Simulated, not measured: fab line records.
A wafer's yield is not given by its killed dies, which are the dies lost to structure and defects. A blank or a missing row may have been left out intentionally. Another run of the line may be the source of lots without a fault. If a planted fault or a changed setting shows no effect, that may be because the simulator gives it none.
A struck lot beside a sound one + flow n5Finfet + 33 out of 1938 route steps
Sound: wafers L557.3, L557.4, L557.6. The struck wafers were L564.1, L564.2, L564.4. At the end, the cause is stated.
Order at every step that has rows: each side's tool, ch and its chambers, its first start. Under that, the readings that differ: sound wafers + struck wafers + difference of the means + sigmas: that difference in standard deviations of wafers without a fault.
alike: same words and numbers on both sides, and readings whose means sit less than 2 such deviations apart. not compared: any withheld reading, any reading some wafer has no value for, any bound like >300 that may hide the same value, and any number with overlapping values for which the record gives no deviation.
A row with sigmas, a row that says differs or no value, or rows on one side alone: a step with any of these is where the two part. Non-overlapping numbers with no deviation appear without sigmas and do not part them. A reading missing from all wafers of one side parts the sides only when that side holds two or more wafers.

first, 9 steps without rows for these wafers: N5_HKMG_FIN_DEVELOP_48 (develop time 30 s); N5_HKMG_FIN_DESCUM_53 (chemistry O2, time 7.9 s); N5_HKMG_FIN_ETCH_54 (etches SiARC in CF4, target depth 45.5 nm, time 75.8 s); N5_HKMG_FIN_ETCH_55 (etches SOC in N2/H2, target depth 240 nm, time 300 s); N5_HKMG_FIN_STRIP_56 (strips in N2/H2); N5_HKMG_FIN_STRIP_57 (strips in CF4); N5_HKMG_FIN_ETCH_58 (etches SOC in N2/H2, target depth 215.8 nm, time 741 s); N5_HKMG_FIN_STRIP_93 (strips SOC in N2/H2, time 20 s); N5_HKMG_FIN_WET_ETCH_76 (etches Al2O3 in dNH4OH, stops on La2O3, target depth 2.25 nm, rinse time 30 s).
N5_HKMG_FIN_STRIP_60: strips in N2/H2, time 360 s.
  sound on plasmaAsher-02 ch 0,1, day 5 21:06; struck on plasmaAsher-02 ch 0,1, day 7 13:49
  no value came back on the struck wafers for drypumpMotorCurrentA (A), h2FlowSccm (sccm), heaterPowerW (W), timeS (s); on the sound wafers drypumpMotorCurrentA (A) reads 5.39 5.54 5.41
| reading                                  | sound | struck         | difference | sigmas |
|------------------------------------------|-------|----------------|------------|--------|
| model.SOC_of_HKMG_FIN_COAT_41.thkNm (nm) | 0 0 0 | 84.8 64.6 66.8 | +72.1      |        |
  not compared: rfHoursCounterH
then, 19 steps without rows for these wafers: N5_HKMG_FIN_WET_ETCH_77 (etches La2O3 in dHCl, stops on HfO2, target depth 2 nm); N5_HKMG_FIN_WET_ETCH_78 (etches Al2O3 in dNH4OH, stops on La2O3, target depth 4.5 nm, rinse time 30 s); N5_HKMG_FIN_ALD_79 (deposits TiN, target thk 1.5 nm, pulse time 1 s, purge time 3 s); N5_HKMG_FIN_CVD_62 (deposits a-Si from Si2H6, target thk 3 nm, time 20.8 s); N5_HKMG_FIN_RTA_80 (time 2 s); N5_HKMG_FIN_PRECLEAN_64 (cleans in dHF, time 30 s); N5_HKMG_FIN_WET_ETCH_65 (etches a-Si in TMAH, stops on TiN, time 49 s, target depth 3 nm); N5_HKMG_FIN_WET_ETCH_81 (etches TiN in SC1, stops on HfO2, time 57 s, target depth 6 nm); N5_HKMG_FIN_WET_ETCH_82 (etches La2O3 in dHCl, stops on HfO2, target depth 2 nm, rinse time 30 s); N5_HKMG_FIN_ALD_36 (deposits TiN, target thk 1 nm, pulse time 1 s, purge time 3 s); N5_HKMG_FIN_PWFM_ALD_03 (deposits TiN, target thk 2 nm, pulse time 1 s, purge time 3 s); N5_HKMG_FIN_COAT_29 (time 60 s, resist thk 300 nm); N5_HKMG_FIN_COAT_30 (time 60 s, resist thk 35 nm); N5_HKMG_FIN_COAT_06 (resist thk 90 nm); N5_HKMG_FIN_EBR_08; N5_HKMG_FIN_SOFTBAKE_07 (time 60 s); N5_HKMG_FIN_EXPOSE_09 (exposes mask NWFM); N5_HKMG_FIN_PEB_10 (peb time 60 s); N5_HKMG_FIN_DEVELOP_11 (develop time 30 s).
N5_HKMG_FIN_INSPECT_14: inspects for defects (macro).
  sound: defectInspect-01 at day 5 23:19; struck: defectInspect-02 at day 7 16:11
| reading        | sound | struck   | difference | sigmas |
|----------------|-------|----------|------------|--------|
| rawDefectCount | 6 3 2 | 20 17 20 | +15        | +10    |
then, 1 step without rows for these wafers: N5_HKMG_FIN_DESCUM_17 (chemistry O2, time 7.9 s).
N5_BEOL_M4_RC_MEAS_101:
  the record has rows for the sound wafers here (prober-02 ch 0, day 9 13:10) and none for the struck ones
-- a jump in the record: the struck wafers' starts before and after are 8 days apart (it breaks off in module BEOL_M4 and resumes in module PASSIVATION, where the first step shown is number 1936 of the route) --
N5_PASSIVATION_PROBE_49:
  sound: prober-02 at day 13 23:56; struck: prober-02 at day 15 19:21
| reading                 | sound          | struck         | difference | sigmas |
|-------------------------|----------------|----------------|------------|--------|
| defectLimitedYield (%)  | 92.5 93.0 93.8 | 0 0 0          | -93        | -62    |
| killedAtFrontEnd        | 42 37 29       | 1118 1104 1129 | +1081      | +90    |
| killedDies              | 88 83 73       | 1180 1180 1180 | +1099      | +61    |
| killedOnRim             | 7 13 9         | 152 152 152    | +142       | +34    |
| sort_bin_5_function (%) | 4.6 4.4 3.0    | 96.2 97.1 97.0 | +92.8      | +93    |
| sortNPass               | 1092 1097 1107 | 0 0 0          | -1099      | -61    |
| sortYieldPct (%)        | 92.5 93.0 93.8 | 0 0 0          | -93        | -62    |
  alike: killed_at_M0_to_M3, killed_at_M4_up, killedAtContacts, killedAtOther, killedOpen, killedShort, sort_bin_6_memory

WHERE THEY PART
Earliest at N5_HKMG_FIN_STRIP_60; latest, in this record, at N5_PASSIVATION_PROBE_49.

WHY: what the simulator had put in
Entire step skipped (plasmaAsher-02, N5_HKMG_FIN_STRIP_60), from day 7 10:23 onward. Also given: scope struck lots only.
